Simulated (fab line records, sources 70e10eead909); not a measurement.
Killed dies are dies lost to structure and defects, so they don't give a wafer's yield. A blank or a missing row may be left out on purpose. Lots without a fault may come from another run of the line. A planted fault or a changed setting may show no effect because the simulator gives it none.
Which tool did it? | flow nand_harc | 24 lots, 72 wafers sampled, at 6 steps of a route of 1302

WHAT THE GAUGES READ, wafer by wafer
The record holds no reading of a measuring or inspecting step that can be judged against a usual standard deviation.

WHICH TOOL RAN EACH LOT (tool, then ch and the chambers of the sampled wafers, then the start)
lot  | NHARC_A_STAIRCASE_TRIM_198                    | NHARC_A_STAIRCASE_ETCH_227                    | NHARC_A_STAIRCASE_DEP_280       | NHARC_A_STAIRCASE_STRIP_476        | NHARC_A_STAIRCASE_DEP_322       | NHARC_A_STAIRCASE_DEP_325
L074 | rie_diel-05 ch 0,3, day 16 14:30 or earlier   | rie_diel-05 ch 1,2, day 16 14:30 or earlier   | pecvd-02 ch 0,1, day 16 14:30   | rie_diel-04 ch 1,2, day 17 03:00   | pecvd-04 ch 0,1, day 17 19:53   | pecvd-04 ch 0,1, day 18 03:47
L075 | rie_diel-05 ch 0,1,2, day 17 01:49 or earlier | rie_diel-04 ch 0,1, day 17 01:49 or earlier   | pecvd-02 ch 0,1, day 17 01:49   | rie_diel-04 ch 2,3, day 17 12:04   | pecvd-04 ch 0,1,2, day 18 07:37 | pecvd-04 ch 0,1, day 18 15:54
L076 | rie_diel-10 ch 0,2,3, day 17 10:35 or earlier | rie_diel-10 ch 0,2,3, day 17 10:35 or earlier | pecvd-04 ch 0,2, day 17 10:35   | rie_diel-10 ch 0,1, day 17 21:19   | pecvd-03 ch 0,1, day 18 18:28   | pecvd-03 ch 0,1,2, day 19 04:55
L078 | rie_diel-05 ch 0,1,2, day 17 17:24 or earlier | rie_diel-04 ch 0,2,3, day 17 17:24 or earlier | pecvd-03 ch 0,2, day 17 17:24   | rie_diel-10 ch 0,2,3, day 18 05:22 | pecvd-03 ch 1,2, day 19 02:47   | pecvd-03 ch 0,1,2, day 19 10:39
L077 | rie_diel-04 ch 0,2,3, day 18 05:04 or earlier | rie_diel-05 ch 1,2, day 18 05:04 or earlier   | pecvd-03 ch 0,1,2, day 18 05:04 | rie_diel-05 ch 0,2, day 18 18:35   | pecvd-04 ch 1,2, day 19 16:22   | pecvd-03 ch 0,2, day 20 01:58
L080 | rie_diel-10 ch 0,1,2, day 18 20:37 or earlier | rie_diel-04 ch 1,2, day 18 20:37 or earlier   | pecvd-03 ch 1,2, day 18 20:37   | rie_diel-04 ch 0,2, day 19 09:06   | pecvd-02 ch 0,2, day 20 03:49   | pecvd-03 ch 0,1,2, day 20 13:42
L079 | rie_diel-04 ch 0,1,2, day 18 22:35 or earlier | rie_diel-04 ch 0,2,3, day 18 22:35 or earlier | pecvd-04 ch 0,1, day 18 22:35   | rie_diel-04 ch 0,2,3, day 19 13:49 | pecvd-02 ch 1,2, day 20 11:09   | pecvd-03 ch 0,1,2, day 20 21:35
L081 | rie_diel-04 ch 0,2, day 19 12:02 or earlier   | rie_diel-05 ch 0,1, day 19 12:02 or earlier   | pecvd-03 ch 0,1, day 19 12:02   | rie_diel-04 ch 1,2,3, day 19 21:56 | pecvd-04 ch 0,1, day 20 18:50   | pecvd-03 ch 1,2, day 21 07:55
L082 | rie_diel-10 ch 0,1,2, day 19 19:48 or earlier | rie_diel-04 ch 2,3, day 19 19:48 or earlier   | pecvd-03 ch 0,1, day 19 19:48   | rie_diel-10 ch 0,3, day 20 06:10   | pecvd-04 ch 0,1,2, day 21 05:04 | pecvd-04 ch 0,1, day 21 18:20
L084 | rie_diel-10 ch 0,3, day 20 15:32 or earlier   | rie_diel-04 ch 1,3, day 20 15:32 or earlier   | pecvd-03 ch 1,2, day 20 15:32   | rie_diel-04 ch 0,2, day 21 03:53   | pecvd-02 ch 1,2, day 22 00:08   | pecvd-03 ch 0,1,2, day 22 08:05
L083 | rie_diel-04 ch 0,1, day 20 17:46 or earlier   | rie_diel-10 ch 0,3, day 20 17:46 or earlier   | pecvd-03 ch 1,2, day 20 17:46   | rie_diel-04 ch 0,3, day 21 10:29   | pecvd-04 ch 0,1,2, day 22 06:20 | pecvd-02 ch 0,1, day 22 14:59
L086 | rie_diel-10 ch 0,1,2, day 21 03:17 or earlier | rie_diel-04 ch 0,2,3, day 21 03:17 or earlier | pecvd-03 ch 0,1,2, day 21 03:17 | rie_diel-04 ch 0,1,2, day 21 17:49 | pecvd-02 ch 0,1,2, day 22 17:16 | pecvd-03 ch 0,1,2, day 23 02:32
L085 | rie_diel-05 ch 0,1,3, day 21 06:58 or earlier | rie_diel-05 ch 1,2, day 21 06:58 or earlier   | pecvd-02 ch 0,1,2, day 21 06:58 | rie_diel-04 ch 0,3, day 21 23:16   | pecvd-04 ch 0,2, day 22 17:16   | pecvd-02 ch 0,1, day 23 02:32
L088 | rie_diel-10 ch 2,3, day 22 15:51 or earlier   | rie_diel-10 ch 0,1,3, day 22 15:51 or earlier | pecvd-03 ch 0,2, day 22 15:51   | rie_diel-04 ch 1,2,3, day 23 03:43 | pecvd-02 ch 0,1, day 23 16:58   | pecvd-04 ch 0,2, day 24 01:27
L089 | rie_diel-05 ch 0,3, day 22 09:10 or earlier   | rie_diel-04 ch 0,1,3, day 22 09:10 or earlier | pecvd-03 ch 0,1, day 22 09:10   | rie_diel-05 ch 0,1,2, day 22 20:23 | pecvd-03 ch 0,1,2, day 23 16:50 | pecvd-02 ch 0,1,2, day 24 01:38
L087 | rie_diel-04 ch 0,2, day 22 13:55 or earlier   | rie_diel-05 ch 1,2,3, day 22 13:55 or earlier | pecvd-03 ch 0,2, day 22 13:55   | rie_diel-10 ch 0,3, day 23 01:13   | pecvd-04 ch 0,1,2, day 23 17:07 | pecvd-04 ch 0,2, day 24 02:01
L091 | rie_diel-10 ch 0,1, day 23 06:36 or earlier   | rie_diel-05 ch 0,1,3, day 23 06:36 or earlier | pecvd-03 ch 0,1, day 23 06:36   | rie_diel-04 ch 0,1,2, day 23 17:41 | pecvd-03 ch 1,2, day 24 12:02   | pecvd-03 ch 0,1,2, day 24 19:52
L090 | rie_diel-04 ch 1,3, day 23 08:24 or earlier   | rie_diel-04 ch 0,2,3, day 23 08:24 or earlier | pecvd-03 ch 0,1,2, day 23 08:24 | rie_diel-10 ch 0,1, day 23 21:06   | pecvd-02 ch 0,1, day 24 15:22   | pecvd-04 ch 0,1, day 24 19:52
L093 | rie_diel-05 ch 1,2,3, day 24 17:49 or earlier | rie_diel-04 ch 1,2,3, day 24 17:49 or earlier | pecvd-03 ch 0,1,2, day 24 17:49 | rie_diel-05 ch 0,2, day 25 05:08   | pecvd-03 ch 1,2, day 26 02:02   | pecvd-02 ch 0,2, day 26 09:52
L092 | rie_diel-04 ch 1,2,3, day 24 19:33 or earlier | rie_diel-05 ch 1,2,3, day 24 19:33 or earlier | pecvd-02 ch 1,2, day 24 19:33   | rie_diel-05 ch 0,2,3, day 25 06:28 | pecvd-04 ch 0,1,2, day 26 02:07 | pecvd-04 ch 1,2, day 26 09:52
L095 | rie_diel-04 ch 1,2, day 25 02:50 or earlier   | rie_diel-10 ch 0,2,3, day 25 02:50 or earlier | pecvd-02 ch 0,2, day 25 02:50   | rie_diel-04 ch 0,1,2, day 25 18:52 | pecvd-04 ch 0,1,2, day 26 20:43 | pecvd-03 ch 0,1,2, day 27 03:58
L094 | rie_diel-05 ch 0,1, day 25 04:32 or earlier   | rie_diel-10 ch 0,1,2, day 25 04:32 or earlier | pecvd-04 ch 1,2, day 25 04:32   | rie_diel-10 ch 0,1,2, day 25 15:49 | pecvd-03 ch 1,2, day 26 13:08   | pecvd-03 ch 0,1,2, day 26 21:08
L096 | rie_diel-10 ch 2,3, day 25 20:14 or earlier   | rie_diel-05 ch 0,3, day 25 20:14 or earlier   | pecvd-03 ch 0,1,2, day 25 20:14 | rie_diel-04 ch 0,1, day 26 08:48   | pecvd-04 ch 0,2, day 27 03:48   | pecvd-02 ch 0,1,2, day 27 13:25
L097 | rie_diel-04 ch 1,2,3, day 26 05:24 or earlier | rie_diel-04 ch 0,2,3, day 26 05:24 or earlier | pecvd-02 ch 0,1, day 26 05:24   | rie_diel-04 ch 1,2,3, day 26 16:09 | pecvd-03 ch 1,2, day 27 11:38   | pecvd-04 ch 0,2, day 27 20:50
- NHARC_A_STAIRCASE_TRIM_198: chemistry O2, time 211.2 s.
- NHARC_A_STAIRCASE_ETCH_227: etches the open film in C4F8/O2, target depth 100 nm, time 40.5 s.
- NHARC_A_STAIRCASE_DEP_280: deposits SiON, target thk 30 nm.
- NHARC_A_STAIRCASE_STRIP_476: strips in O2, time 20 s.
- NHARC_A_STAIRCASE_DEP_322: deposits SiO2, target thk 7200 nm.
- NHARC_A_STAIRCASE_DEP_325: deposits SiO2, target thk 7200 nm.

WHAT THE TOOLS THEMSELVES READ (means of the sampled wafers that have a number; where no wafer has one, the mark that the record gives instead)
NHARC_A_STAIRCASE_TRIM_198. Usual: drypump_motor_current_A 5.8 A, standard deviation 0.48; oes_product_au 1.000 a.u., standard deviation 0.013; rf_vpp_V 57.6 V, standard deviation 0.89; showerhead_plenum_p_Torr 3.48 Torr, standard deviation 0.15; throttle_valve_pct 17.036 %, standard deviation 0.0092.
lot  | tool        | drypump_motor_current_A (A) | oes_product_au (a.u.) | rf_vpp_V (V) | showerhead_plenum_p_Torr (Torr) | throttle_valve_pct (%) | flag
L074 | rie_diel-05 | 5.7                         | 0.987                 | 58.6         | 3.73                            | 17.037                 |
L075 | rie_diel-05 | 5.5                         | 0.998                 | 58.4         | 3.50                            | 17.029                 |
L076 | rie_diel-10 | 5.9                         | 0.996                 | 57.3         | 3.38                            | 17.036                 |
L078 | rie_diel-05 | 5.5                         | 1.001                 | 58.1         | 3.50                            | 17.038                 |
L077 | rie_diel-04 | 5.9                         | 1.014                 | 56.8         | 3.42                            | 17.040                 |
L080 | rie_diel-10 | 5.7                         | 0.996                 | 57.7         | 3.42                            | 17.037                 |
L079 | rie_diel-04 | 5.9                         | 1.008                 | 58.2         | 3.42                            | 17.022                 |
L081 | rie_diel-04 | 5.5                         | 1.004                 | 56.8         | 3.32                            | 17.034                 |
L082 | rie_diel-10 | 5.7                         | 0.994                 | 57.9         | 3.41                            | 17.043                 |
L084 | rie_diel-10 | 6.1                         | 0.983                 | 56.9         | 3.44                            | 17.035                 |
L083 | rie_diel-04 | 5.7                         | 0.995                 | 57.4         | 3.41                            | 17.041                 |
L086 | rie_diel-10 | 5.6                         | 1.001                 | 56.6         | 3.41                            | 17.041                 |
L085 | rie_diel-05 | 5.5                         | 0.991                 | 57.5         | 3.59                            | 17.037                 |
L088 | rie_diel-10 | 5.7                         | 1.017                 | 56.9         | 3.35                            | 17.030                 |
L089 | rie_diel-05 | 5.8                         | 0.995                 | 58.0         | 3.63                            | 17.034                 |
L087 | rie_diel-04 | 5.6                         | 1.007                 | 58.0         | 3.31                            | 17.039                 |
L091 | rie_diel-10 | 5.8                         | 1.001                 | 57.0         | 3.40                            | 17.026                 |
L090 | rie_diel-04 | 6.6                         | 1.013                 | 58.2         | 3.60                            | 17.041                 |
L093 | rie_diel-05 | 5.4                         | 0.999                 | 57.7         | 3.53                            | 17.039                 |
L092 | rie_diel-04 | 6.3                         | 0.999                 | 57.9         | 3.49                            | 17.035                 |
L095 | rie_diel-04 | 6.3                         | 0.997                 | 57.4         | 3.49                            | 17.028                 |
L094 | rie_diel-05 | 5.3                         | 1.007                 | 57.9         | 3.46                            | 17.033                 |
L096 | rie_diel-10 | 5.8                         | 0.991                 | 57.2         | 3.34                            | 17.040                 |
L097 | rie_diel-04 | 6.3                         | 1.009                 | 58.7         | 3.49                            | 17.026                 |

NHARC_A_STAIRCASE_ETCH_227. Usual: oes_product_au 0.943 a.u., standard deviation 0.014; rf_vpp_V 894 V, standard deviation 5.5.
lot  | tool        | oes_product_au (a.u.) | rf_vpp_V (V) | flag
L074 | rie_diel-05 | 0.945                 | 894          |
L075 | rie_diel-04 | 0.930                 | 895          |
L076 | rie_diel-10 | 0.922                 | 890          |
L078 | rie_diel-04 | 0.950                 | 892          |
L077 | rie_diel-05 | 0.953                 | 894          |
L080 | rie_diel-04 | 0.938                 | 895          |
L079 | rie_diel-04 | 0.946                 | 892          |
L081 | rie_diel-05 | 0.947                 | 895          |
L082 | rie_diel-04 | 0.972                 | 895          |
L084 | rie_diel-04 | 0.949                 | 898          |
L083 | rie_diel-10 | 0.932                 | 890          |
L086 | rie_diel-04 | 0.939                 | 892          |
L085 | rie_diel-05 | 0.954                 | 893          |
L088 | rie_diel-10 | 0.939                 | 894          |
L089 | rie_diel-04 | 0.938                 | 895          |
L087 | rie_diel-05 | 0.943                 | 896          |
L091 | rie_diel-05 | 0.935                 | 898          |
L090 | rie_diel-04 | 0.956                 | 892          |
L093 | rie_diel-04 | 0.949                 | 895          |
L092 | rie_diel-05 | 0.947                 | 895          |
L095 | rie_diel-10 | 0.934                 | 889          |
L094 | rie_diel-10 | 0.937                 | 891          |
L096 | rie_diel-05 | 0.922                 | 901          |
L097 | rie_diel-04 | 0.941                 | 890          |

NHARC_A_STAIRCASE_DEP_280. Usual: heater_power_w 747 W, standard deviation 86.
lot  | tool     | heater_power_w (W) | flag
L074 | pecvd-02 | 693                |
L075 | pecvd-02 | 711                |
L076 | pecvd-04 | 780                |
L078 | pecvd-03 | 861                |
L077 | pecvd-03 | 782                |
L080 | pecvd-03 | 697                |
L079 | pecvd-04 | 818                |
L081 | pecvd-03 | 723                |
L082 | pecvd-03 | 770                |
L084 | pecvd-03 | 773                |
L083 | pecvd-03 | 726                |
L086 | pecvd-03 | 763                |
L085 | pecvd-02 | 743                |
L088 | pecvd-03 | 836                |
L089 | pecvd-03 | 755                |
L087 | pecvd-03 | 825                |
L091 | pecvd-03 | 730                |
L090 | pecvd-03 | 754                |
L093 | pecvd-03 | 770                |
L092 | pecvd-02 | 742                |
L095 | pecvd-02 | 664                |
L094 | pecvd-04 | 756                |
L096 | pecvd-03 | 808                |
L097 | pecvd-02 | 694                |

NHARC_A_STAIRCASE_STRIP_476. Usual: drypump_motor_current_A 5.9 A, standard deviation 0.51; oes_product_au 1.000 a.u., standard deviation 0.015; rf_vpp_V 57.6 V, standard deviation 0.98; showerhead_plenum_p_Torr 3.46 Torr, standard deviation 0.15; throttle_valve_pct 17.036 %, standard deviation 0.0095.
lot  | tool        | drypump_motor_current_A (A) | oes_product_au (a.u.) | rf_vpp_V (V) | showerhead_plenum_p_Torr (Torr) | throttle_valve_pct (%) | flag
L074 | rie_diel-04 | 6.3                         | 1.005                 | 58.7         | 3.52                            | 17.034                 |
L075 | rie_diel-04 | 6.3                         | 1.011                 | 57.8         | 3.52                            | 17.040                 |
L076 | rie_diel-10 | 5.8                         | 0.993                 | 57.9         | 3.42                            | 17.037                 |
L078 | rie_diel-10 | 6.0                         | 0.996                 | 58.1         | 3.37                            | 17.029                 |
L077 | rie_diel-05 | 5.7                         | 1.006                 | 56.9         | 3.54                            | 17.036                 |
L080 | rie_diel-04 | 5.5                         | 1.006                 | 57.9         | 3.31                            | 17.035                 |
L079 | rie_diel-04 | 5.9                         | 1.011                 | 57.6         | 3.41                            | 17.039                 |
L081 | rie_diel-04 | 6.3                         | 1.014                 | 57.5         | 3.51                            | 17.037                 |
L082 | rie_diel-10 | 6.1                         | 0.979                 | 56.7         | 3.44                            | 17.038                 |
L084 | rie_diel-04 | 5.5                         | 0.991                 | 57.4         | 3.31                            | 17.019                 |
L083 | rie_diel-04 | 6.2                         | 1.002                 | 57.4         | 3.50                            | 17.039                 |
L086 | rie_diel-04 | 5.9                         | 1.000                 | 57.2         | 3.40                            | 17.034                 |
L085 | rie_diel-04 | 5.7                         | 0.990                 | 57.6         | 3.40                            | 17.030                 |
L088 | rie_diel-04 | 6.3                         | 1.006                 | 57.7         | 3.50                            | 17.029                 |
L089 | rie_diel-05 | 5.5                         | 1.006                 | 57.9         | 3.47                            | 17.031                 |
L087 | rie_diel-10 | 6.1                         | 0.992                 | 56.9         | 3.35                            | 17.039                 |
L091 | rie_diel-04 | 5.9                         | 1.005                 | 57.6         | 3.40                            | 17.045                 |
L090 | rie_diel-10 | 5.5                         | 0.988                 | 57.3         | 3.51                            | 17.038                 |
L093 | rie_diel-05 | 5.7                         | 1.009                 | 58.0         | 3.52                            | 17.032                 |
L092 | rie_diel-05 | 5.7                         | 1.008                 | 57.5         | 3.58                            | 17.037                 |
L095 | rie_diel-04 | 5.9                         | 0.993                 | 57.6         | 3.39                            | 17.028                 |
L094 | rie_diel-10 | 5.7                         | 0.999                 | 57.4         | 3.38                            | 17.034                 |
L096 | rie_diel-04 | 5.8                         | 0.995                 | 57.1         | 3.38                            | 17.041                 |
L097 | rie_diel-04 | 6.3                         | 1.014                 | 59.3         | 3.48                            | 17.043                 |

NHARC_A_STAIRCASE_DEP_322. Usual: heater_power_w 643 W, standard deviation 85; mfc_precursor_sccm 199.9 sccm, standard deviation 0.56.
lot  | tool     | heater_power_w (W) | mfc_precursor_sccm (sccm) | flag
L074 | pecvd-04 | 641                | 200.4                     |
L075 | pecvd-04 | 656                | 200.6                     |
L076 | pecvd-03 | 621                | 199.9                     |
L078 | pecvd-03 | 652                | 199.8                     |
L077 | pecvd-04 | 616                | 199.7                     |
L080 | pecvd-02 | 538                | 199.2                     |
L079 | pecvd-02 | 606                | 199.9                     |
L081 | pecvd-04 | 672                | 199.6                     |
L082 | pecvd-04 | 617                | 199.5                     |
L084 | pecvd-02 | 576                | 199.6                     |
L083 | pecvd-04 | 641                | 200.1                     |
L086 | pecvd-02 | 647                | 200.0                     |
L085 | pecvd-04 | 682                | 199.7                     |
L088 | pecvd-02 | 653                | 199.8                     |
L089 | pecvd-03 | 664                | 199.4                     |
L087 | pecvd-04 | 646                | 199.5                     |
L091 | pecvd-03 | 621                | 199.9                     |
L090 | pecvd-02 | 673                | 200.2                     |
L093 | pecvd-03 | 601                | 200.1                     |
L092 | pecvd-04 | 665                | 200.4                     |
L095 | pecvd-04 | 637                | 200.2                     |
L094 | pecvd-03 | 552                | 199.4                     |
L096 | pecvd-04 | 657                | 199.9                     |
L097 | pecvd-03 | 587                | 200.0                     |

NHARC_A_STAIRCASE_DEP_325. Usual: heater_power_w 640 W, standard deviation 88; mfc_precursor_sccm 200.0 sccm, standard deviation 0.56.
lot  | tool     | heater_power_w (W) | mfc_precursor_sccm (sccm) | flag
L074 | pecvd-04 | 683                | 199.9                     |
L075 | pecvd-04 | 672                | 199.7                     |
L076 | pecvd-03 | 691                | 200.1                     |
L078 | pecvd-03 | 661                | 200.1                     |
L077 | pecvd-03 | 699                | 199.6                     |
L080 | pecvd-03 | 660                | 200.5                     |
L079 | pecvd-03 | 693                | 200.2                     |
L081 | pecvd-03 | 631                | 199.9                     |
L082 | pecvd-04 | 643                | 200.0                     |
L084 | pecvd-03 | 613                | 199.9                     |
L083 | pecvd-02 | 634                | 200.0                     |
L086 | pecvd-03 | 677                | 199.5                     |
L085 | pecvd-02 | 609                | 200.4                     |
L088 | pecvd-04 | 644                | 200.4                     |
L089 | pecvd-02 | 601                | 200.0                     |
L087 | pecvd-04 | 640                | 200.1                     |
L091 | pecvd-03 | 620                | 200.1                     |
L090 | pecvd-04 | 706                | 199.8                     |
L093 | pecvd-02 | 542                | 200.7                     |
L092 | pecvd-04 | 622                | 199.6                     |
L095 | pecvd-03 | 663                | 200.3                     |
L094 | pecvd-03 | 640                | 199.2                     |
L096 | pecvd-02 | 546                | 200.3                     |
L097 | pecvd-04 | 701                | 200.0                     |

THE ANSWER, worked out from the rows above alone
Rule: a lot is off if the mean of its wafers that have a number lies more than 3 standard deviations from the usual mean. A lot without any number at a reading at which 4 lots or more have one is off too. The other lots that the step has rows for count as sound. The gauges are gone through in route order, then the tools' own readings, and for those a lot's mean is taken as printed above. The first step at which some lot is off is used, and at that step the reading that is off furthest; a lot without a number counts as furthest.
No lot is off at any reading shown: from this, nothing can be told.

WHAT THE SIMULATOR HAD PUT IN
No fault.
